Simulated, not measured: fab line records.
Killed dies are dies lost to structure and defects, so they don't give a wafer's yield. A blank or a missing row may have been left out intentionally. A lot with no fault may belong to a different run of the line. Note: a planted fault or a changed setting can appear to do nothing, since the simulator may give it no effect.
Struck lot and sound lot, side by side	flow n5_finfet	37 out of 1938 route steps
Sound: these wafers, L955.1, L955.5, L955.6. Struck: wafers L943.2, L943.4, L943.6. Last of all comes the cause.
Each step with rows lists, per side, the tool, then ch with its chambers, then its first start. Under that, the readings that differ: sound wafers	struck wafers	difference of the means	sigmas: that difference in standard deviations of wafers without a fault.
alike: readings whose means differ by less than 2 such deviations, and words and numbers that are the same on both sides. not compared: withheld readings, readings that some wafer has no value for, bounds like >300 that may hide the same value, and numbers for which the record gives no deviation and whose values overlap.
A row with sigmas, a row that says differs or no value, or rows on one side alone: a step with any of these is where the two part. When numbers do not overlap yet have no deviation, they are printed without sigmas and do not part them. A reading missing from all wafers of one side parts the sides only when that side holds two or more wafers.

first, 12 steps without rows for these wafers: N5_GATE_CUT_ETCH_36 (etches SiARC in CF4, target depth 13 nm, time 21.7 s); N5_GATE_CUT_ETCH_37 (etches SOC in N2/H2, target depth 60 nm, overetch 12 nm, time 90 s); N5_GATE_CUT_STRIP_38 (strips in N2/H2); N5_GATE_CUT_STRIP_39 (strips in N2/H2); N5_GATE_CUT_HM_OPEN_40 (chemistry C4F6/O2, target SiO2, target depth 139 nm, time 85.1 s); N5_GATE_CUT_STRIP_41 (strips in CF4); N5_GATE_CUT_STRIP_42 (strips in O2); N5_GATE_CUT_ETCH_19 (etches SiNx in CH3F/O2, target depth 53.7 nm, time 76.7 s); N5_GATE_CUT_CUT_ETCH_53 (etches W in SF6/Cl2, target depth 79.2 nm); N5_GATE_CUT_CUT_ETCH_54 (etches TiN in Cl2/BCl3, target depth 96.7 nm); N5_GATE_CUT_CUT_ETCH_55 (etches HfO2 in BCl3, target depth 3.2 nm); N5_GATE_CUT_ETCH_47 (etches SiO2 in Cl2/BCl3, target depth 10 nm).
N5_GATE_CUT_VAPOR_ETCH_48: etches TiN in BCl3/Cl2.
  sound on rie_metal-01 ch 0,1, day 8 19:10; struck on rie_metal-01 ch 1, day 5 20:19
  alike: drypump_motor_current_A, he_backside_leak_sccm, oes_product_au
then, 23 steps without rows for these wafers: N5_GATE_CUT_VAPOR_ETCH_49 (etches TiAlC in BCl3/Cl2); N5_GATE_CUT_VAPOR_ETCH_51 (etches HfO2 in BCl3/Cl2); N5_GATE_CUT_STRIP_21 (strips in N2/H2, time 30 s); N5_GATE_CUT_STRIP_29 (strips in post etch residue remover, time 60 s); N5_GATE_CUT_SRD_52 (time 30 s); N5_GATE_CUT_ALD_22 (deposits SiNx, target thk 16 nm, pulse time 1 s, ald cycles 320); N5_GATE_CUT_CMP_23 (polishes, stops on SiO2, t overpolish 23.4 s, target thk 16 nm); N5_GATE_CUT_CMP_43 (polishes SiO2); N5_GATE_CUT_CMP_61 (polishes, stops on SiNx, t overpolish 3 s); N5_MOL_CONTACT_COAG_COAT_103 (time 60 s, resist thk 80 nm); N5_MOL_CONTACT_COAG_COAT_104 (time 60 s, resist thk 12 nm); N5_MOL_CONTACT_COAG_COAT_58 (time 60 s, resist thk 10 nm); N5_MOL_CONTACT_COAG_COAT_02 (resist thk 30 nm); N5_MOL_CONTACT_COAG_EBR_04; N5_MOL_CONTACT_COAG_SOFTBAKE_03 (time 60 s); N5_MOL_CONTACT_COAG_EXPOSE_05 (exposes mask CA, defocus 0 nm); N5_MOL_CONTACT_COAG_PEB_06 (peb time 60 s); N5_MOL_CONTACT_COAG_DEVELOP_07 (develop time 30 s); N5_MOL_CONTACT_COAG_DESCUM_13 (chemistry O2, time 7 s); N5_MOL_CONTACT_COAG_ETCH_59 (etches underlayer in N2/H2, target depth 13 nm, time 10.4 s); N5_MOL_CONTACT_COAG_ETCH_105 (etches SiARC in CF4, target depth 15.6 nm, time 26 s); N5_MOL_CONTACT_COAG_ETCH_106 (etches SOC in N2/H2, target depth 80 nm, overetch 16 nm, time 120 s); N5_MOL_CONTACT_COAG_STRIP_107 (strips in N2/H2).
-- the record jumps here: 7 days lie between the struck wafers' starts before and after (it left off in module MOL_CONTACT_COAG and takes up again in module PASSIVATION, whose first step shown is number 1936 of the route) --
N5_PASSIVATION_PROBE_49:
  struck on prober-02, day 13 06:28; sound on prober-02, day 17 04:01
reading	sound	struck	difference	sigmas
defect_limited_yield (%)	90.8 89.9 91.1	86.5 85.5 86.4	-4.5	-3
killed_at_front_end	41 42 51	96 86 98	+49	+5
killed_dies	109 119 105	159 171 161	+53	+3
killed_on_rim	14 16 10	25 27 29	+14	+4
sort_bin_5_function (%)	4.9 6.3 4.8	8.1 8.9 8.1	+3.0	+3
sort_n_pass	1071 1061 1075	1021 1009 1019	-53	-3
sort_yield_pct (%)	90.8 89.9 91.1	86.5 85.5 86.4	-4.5	-3
  alike: killed_at_M0_to_M3, killed_at_M4_up, killed_at_contacts, killed_at_other, killed_open, killed_short, sort_bin_6_memory

## WHERE THEY PART
Within this record, at N5_PASSIVATION_PROBE_49 only.

WHY: whatever the simulator had introduced
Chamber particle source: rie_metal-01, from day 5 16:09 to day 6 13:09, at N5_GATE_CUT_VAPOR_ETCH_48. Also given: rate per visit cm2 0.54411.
